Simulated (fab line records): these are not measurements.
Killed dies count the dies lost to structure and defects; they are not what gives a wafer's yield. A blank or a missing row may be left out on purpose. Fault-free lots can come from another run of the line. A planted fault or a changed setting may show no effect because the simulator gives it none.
2 desks looking at one fault :: flow n5Finfet :: every desk sees just its own numbers, and what lay behind them comes last

## THE METROLOGY DESK
Means of the sampled wafers that have a number, per lot and without regard to the tool the lot ran on: this is what the gauges read. A lot is out of limits, marked OUT, if its mean lies more than 4 standard deviations from the usual mean; the brackets give that distance. Readings shown: 7 out of 11 (the first out of limits, and those lying furthest out on some lot).
Columns: A = M1_ILD_THK at N5_BEOL_M1_THK_MEAS_01, usual 78.9 nm; B = DIBL_P at N5_BEOL_M4_RC_MEAS_101, usual 35.6 mV/V; C = IOFF_N at N5_BEOL_M4_RC_MEAS_101, usual 0.15 nA/um; D = IOFF_P at N5_BEOL_M4_RC_MEAS_101, usual 0.20 nA/um; E = ION_N at N5_BEOL_M4_RC_MEAS_101, usual 668 uA/um; F = ION_P at N5_BEOL_M4_RC_MEAS_101, usual 459 uA/um; G = VT_P at N5_BEOL_M4_RC_MEAS_101, usual -251 mV
lot: L260
first seen here: day 6 19:37
A: 79.6
B: 36.2
C: 0.15
D: 0.21
E: 664
F: 455
G: -251

lot: L262
first seen here: day 7 04:58
A: 79.8
B: 35.2
C: 0.14
D: 0.17
E: 666
F: 454
G: -255

lot: L259
first seen here: day 7 06:25
A: 79.0
B: 36.4
C: 0.16
D: 0.23
E: 669
F: 460
G: -249

lot: L267
first seen here: day 8 03:39
A: 79.4
B: 36.7
C: 0.15
D: 0.20
E: 674
F: 463
G: -252

lot: L268
first seen here: day 8 12:08
A: 78.0
B: 36.7
C: 0.18
D: 0.21
E: 691
F: 465
G: -249

lot: L270
first seen here: day 9 03:35
A: 70.1 (-8.8) OUT
B: 37.5
C: 0.20
D: 0.25
E: 682
F: 466
G: -248

lot: L271
first seen here: day 9 19:43
A: 68.9 (-10) OUT
B: 34.8
C: 0.13
D: 0.18
E: 662
F: 458
G: -252

lot: L275
first seen here: day 10 04:28
A: 68.4 (-11) OUT
B: 36.7
C: 0.17
D: 0.21
E: 680
F: 462
G: -252

lot: L279
first seen here: day 11 13:41
A: 79.0
B: 34.7
C: 0.14
D: 0.18
E: 661
F: 456
G: -254

lot: L280
first seen here: day 11 18:06
A: 79.1
B: 36.8
C: 0.16
D: 0.22
E: 664
F: 459
G: -249

lot: L282
first seen here: day 12 02:35
A: 78.2
B: 39.5
C: 0.23
D: 0.28
E: 696
F: 472
G: -244
This desk's result: L270, L271, L275 out of limits, first on L270 (M1_ILD_THK at N5_BEOL_M1_THK_MEAS_01), day 9 03:35. L260, L262, L259, L267, L268, L279, L280, L282: within limits.

## AT THE TOOL OWNER'S DESK: pecvd-03
The tool's own readings at N5_BEOL_M1_ILD_DEP_00 (deposits SiOC from DEMS/O2, target thk 79 nm, time 15.3 s): means of the sampled wafers that have a number, for each lot that ran on this tool. A lot is out of limits, marked OUT, if its mean lies more than 4 standard deviations from the usual mean; the brackets give that distance.
Columns: A = heaterPowerOuterW at N5_BEOL_M1_ILD_DEP_00, usual 245 W; B = heaterPowerW at N5_BEOL_M1_ILD_DEP_00, usual 460 W; C = showerheadPlenumPTorr at N5_BEOL_M1_ILD_DEP_00, usual 5.699 Torr; D = susceptorTempC at N5_BEOL_M1_ILD_DEP_00, usual 349.98 C; E = throttleValvePct at N5_BEOL_M1_ILD_DEP_00, usual 11.9 %
lot: L259
first seen here: day 7 06:21
A: 237
B: 473
C: 5.695
D: 349.69
E: 11.9

lot: L267
first seen here: day 8 03:35
A: 287
B: 531
C: 5.703
D: 349.91
E: 12.8

lot: L268
first seen here: day 8 12:04
A: 239
B: 471
C: 5.695
D: 350.15
E: 12.3

lot: L270
first seen here: day 9 03:31
A: 314
B: 570
C: 5.707
D: 349.98
E: 12.7

lot: L271
first seen here: day 9 19:40
A: 227
B: 466
C: 5.694
D: 349.65
E: 12.1

lot: L275
first seen here: day 10 04:23
A: 257
B: 501
C: 5.705
D: 349.84
E: 12.1
Result from this desk: across the 6 lots, nothing is out of limits.

## TAKEN TOGETHER
An alarm was possible from the metrology desk at day 9 03:35, on L270, L271, L275.
The desk of the tool owner found nothing out of limits.
Tool owner's desk: L270, L271, L275 on record, inside its limits.
On pecvd-03, each named lot ran N5_BEOL_M1_ILD_DEP_00.

## WHAT THE SIMULATOR HAD INSERTED
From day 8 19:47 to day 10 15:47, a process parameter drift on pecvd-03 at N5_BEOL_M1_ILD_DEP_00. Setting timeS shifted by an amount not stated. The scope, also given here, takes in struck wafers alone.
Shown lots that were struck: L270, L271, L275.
Time in hours between the start of the fault and the first out-of-limits reading at each desk: metrology desk, 8.
